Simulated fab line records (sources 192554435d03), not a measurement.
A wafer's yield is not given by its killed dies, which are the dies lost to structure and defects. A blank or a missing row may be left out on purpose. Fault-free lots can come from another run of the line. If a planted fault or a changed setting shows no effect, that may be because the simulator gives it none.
What tool caused it? | flow n5Finfet | 10 lots with 30 wafers sampled at 4 steps, on a route of 1938 steps

WHAT THE GAUGES SHOWED, per wafer
N5_BEOL_M4_THK_MEAS_53: measures by xrf. Usual: M4_THK gives 39.6 nm (standard deviation 1.6).
lot  | measured     | on           | M4_THK (nm)    | flag
L257 | day 8 09:36  | filmMetro-02 | 40.6 42.0 42.8 | 
L258 | day 8 15:34  | filmMetro-02 | 40.6 42.7 43.0 | 
L259 | day 9 01:02  | filmMetro-01 | 41.8 40.2 40.5 | 
L260 | day 9 03:02  | filmMetro-02 | 36.8 40.0 38.7 | 
L263 | day 10 00:45 | filmMetro-02 | 39.0 38.6 42.5 | 
L264 | day 10 03:28 | filmMetro-01 | 36.7 36.5 40.8 | 
L267 | day 10 19:05 | filmMetro-02 | 34.8 41.0 39.5 | 
L276 | day 13 06:21 | filmMetro-01 | 38.0 37.5 37.3 | 
L277 | day 13 22:26 | filmMetro-01 | 37.8 38.7 38.4 | 
L278 | day 14 01:26 | filmMetro-02 | 40.0 39.9 38.5 | 

N5_BEOL_M4_RC_MEAS_101. Usual: DIBL_N 35.9 mV/V, standard deviation 1.7; DIBL_P 36.0 mV/V, standard deviation 2.2; IOFF_N 0.16 nA/um, standard deviation 0.031; IOFF_P 0.21 nA/um, standard deviation 0.039; ION_N 678 uA/um, standard deviation 13; ION_P 464 uA/um, standard deviation 8.8; SS_N 71.5 mV/dec, standard deviation 0.61; SS_P 73.2 mV/dec, standard deviation 0.68; VT_N 249 mV, standard deviation 3.3; VT_P -250 mV, standard deviation 3.8.
lot  | measured     | on        | DIBL_N (mV/V)  | DIBL_P (mV/V)  | IOFF_N (nA/um) | IOFF_P (nA/um) | ION_N (uA/um) | ION_P (uA/um) | SS_N (mV/dec)  | SS_P (mV/dec)  | VT_N (mV)   | VT_P (mV)      | flag
L257 | day 8 10:04  | prober-01 | 37.3 33.9 34.0 | 35.9 31.8 30.5 | 0.17 0.12 0.12 | 0.20 0.15 0.14 | 686 675 663   | 466 462 451   | 71.5 70.2 71.4 | 74.4 72.8 72.5 | 247 250 251 | -252 -253 -256 | 
L258 | day 8 15:54  | prober-02 | 38.0 34.0 34.8 | 38.1 33.7 35.0 | 0.19 0.12 0.14 | 0.22 0.17 0.19 | 676 654 677   | 460 454 465   | 72.1 71.3 71.5 | 74.1 72.5 72.9 | 246 253 252 | -252 -254 -251 | 
L259 | day 9 01:20  | prober-01 | 31.6 33.5 37.1 | 31.5 34.6 38.8 | 0.09 0.11 0.17 | 0.13 0.15 0.21 | 641 664 676   | 450 455 457   | 70.2 70.5 71.3 | 72.0 72.4 73.5 | 258 256 250 | -260 -257 -254 | 
L260 | day 9 03:22  | prober-02 | 35.2 35.0 36.0 | 35.9 35.4 36.1 | 0.15 0.14 0.15 | 0.19 0.18 0.19 | 670 681 679   | 463 463 463   | 70.7 71.9 71.8 | 72.6 72.4 73.2 | 247 248 250 | -254 -254 -250 | 
L263 | day 10 01:32 | prober-01 | 38.3 39.5 38.3 | 38.9 39.3 38.3 | 0.19 0.22 0.18 | 0.23 0.24 0.22 | 684 681 672   | 459 459 453   | 71.8 72.5 71.8 | 74.7 74.4 73.9 | 250 247 249 | -252 -253 -253 | 
L264 | day 10 03:59 | prober-01 | 36.7 35.5 35.9 | 38.4 36.3 38.2 | 0.18 0.17 0.17 | 0.24 0.21 0.24 | 668 678 661   | 456 463 458   | 71.8 71.5 72.1 | 73.2 73.5 74.4 | 248 251 248 | -246 -247 -247 | 
L267 | day 10 19:24 | prober-02 | 36.7 39.1 36.3 | 37.8 40.6 37.5 | 0.17 0.20 0.16 | 0.21 0.27 0.22 | 673 675 666   | 458 466 463   | 71.7 71.5 71.2 | 73.6 74.3 73.8 | 248 245 247 | -250 -247 -252 | 
L276 | day 13 06:49 | prober-02 | 37.5 34.6 35.9 | 37.3 33.9 35.3 | 0.19 0.14 0.16 | 0.28 0.22 0.23 | 692 679 678   | 472 477 470   | 72.1 70.7 71.8 | 74.0 72.9 72.9 | 246 251 248 | -244 -246 -247 | 
L277 | day 13 22:55 | prober-02 | 32.6 34.8 34.6 | 34.7 36.8 36.9 | 0.13 0.17 0.16 | 0.21 0.23 0.25 | 678 685 674   | 471 472 466   | 71.6 72.3 72.4 | 72.8 73.4 74.2 | 253 249 251 | -248 -250 -248 | 
L278 | day 14 02:04 | prober-02 | 34.9 38.4 34.8 | 33.1 38.7 33.7 | 0.13 0.20 0.13 | 0.17 0.25 0.17 | 681 688 690   | 462 463 465   | 71.8 72.1 70.8 | 73.0 73.7 72.6 | 251 245 250 | -252 -249 -254 | 

WHICH TOOL RAN EACH LOT (tool, then ch and the chambers of the sampled wafers, then the start)
lot  | N5_BEOL_M4_SPUTTER_90       | N5_BEOL_M4_ANNEAL_91
L257 | pvdSputter-01, day 8 08:08  | pvdSputter-01, day 8 08:13
L258 | pvdSputter-02, day 8 14:05  | pvdSputter-02, day 8 14:10
L259 | pvdSputter-03, day 8 23:35  | pvdSputter-03, day 8 23:40
L260 | pvdSputter-02, day 9 01:36  | pvdSputter-02, day 9 01:41
L263 | pvdSputter-03, day 9 23:12  | pvdSputter-03, day 9 23:17
L264 | pvdSputter-01, day 10 01:46 | pvdSputter-01, day 10 01:50
L267 | pvdSputter-03, day 10 17:38 | pvdSputter-03, day 10 17:43
L276 | pvdSputter-01, day 13 04:43 | pvdSputter-01, day 13 04:47
L277 | pvdSputter-02, day 13 21:00 | pvdSputter-02, day 13 21:05
L278 | pvdSputter-03, day 13 23:56 | pvdSputter-03, day 14 00:01
- N5_BEOL_M4_SPUTTER_90: material Cu, target thk 4.5 nm, time 8.29 s.
- N5_BEOL_M4_ANNEAL_91: time 240 s.

AS READ BY THE TOOLS THEMSELVES (means over the sampled wafers that have a number; for cases with no such wafer, the mark the record gives instead)
N5_BEOL_M4_SPUTTER_90. Usual: substrateTempC -19.99 C, standard deviation 0.11; throttleValvePct 30.1 %, standard deviation 1.1.
lot  | tool          | substrateTempC (C) | throttleValvePct (%) | flag
L257 | pvdSputter-01 | -19.97             | 30.4                 | 
L258 | pvdSputter-02 | -20.03             | 29.5                 | 
L259 | pvdSputter-03 | -20.03             | 30.3                 | 
L260 | pvdSputter-02 | -20.18             | 31.0                 | 
L263 | pvdSputter-03 | -20.00             | 30.3                 | 
L264 | pvdSputter-01 | -20.00             | 30.5                 | 
L267 | pvdSputter-03 | -19.92             | 30.6                 | 
L276 | pvdSputter-01 | -20.04             | 30.1                 | 
L277 | pvdSputter-02 | -20.04             | 30.0                 | 
L278 | pvdSputter-03 | -20.02             | 30.1                 | 

N5_BEOL_M4_ANNEAL_91. Usual: 850 W for heaterPowerW, sd 71.
lot  | tool          | heaterPowerW (W) | flag
L257 | pvdSputter-01 | 795              | 
L258 | pvdSputter-02 | 897              | 
L259 | pvdSputter-03 | 832              | 
L260 | pvdSputter-02 | 873              | 
L263 | pvdSputter-03 | 807              | 
L264 | pvdSputter-01 | 827              | 
L267 | pvdSputter-03 | 839              | 
L276 | pvdSputter-01 | 825              | 
L277 | pvdSputter-02 | 922              | 
L278 | pvdSputter-03 | 808              | 

THE ANSWER, worked out from the rows above alone
Rule: a lot counts as off when the mean over its wafers that have a number is more than 3 standard deviations away from the usual mean. A lot without any number at a reading at which 4 lots or more have one is off too. Where the step has rows for the other lots, those lots are counted as sound. The gauges are gone through in route order, then the tools' own readings, and for those a lot's mean is taken as printed above. At the first step where some lot is off, the reading lying furthest off is the one used; lots without a number count as furthest.
Across all readings shown, no lot is off: no conclusion can be drawn from this.

WHAT THE SIMULATOR HAD PUT IN
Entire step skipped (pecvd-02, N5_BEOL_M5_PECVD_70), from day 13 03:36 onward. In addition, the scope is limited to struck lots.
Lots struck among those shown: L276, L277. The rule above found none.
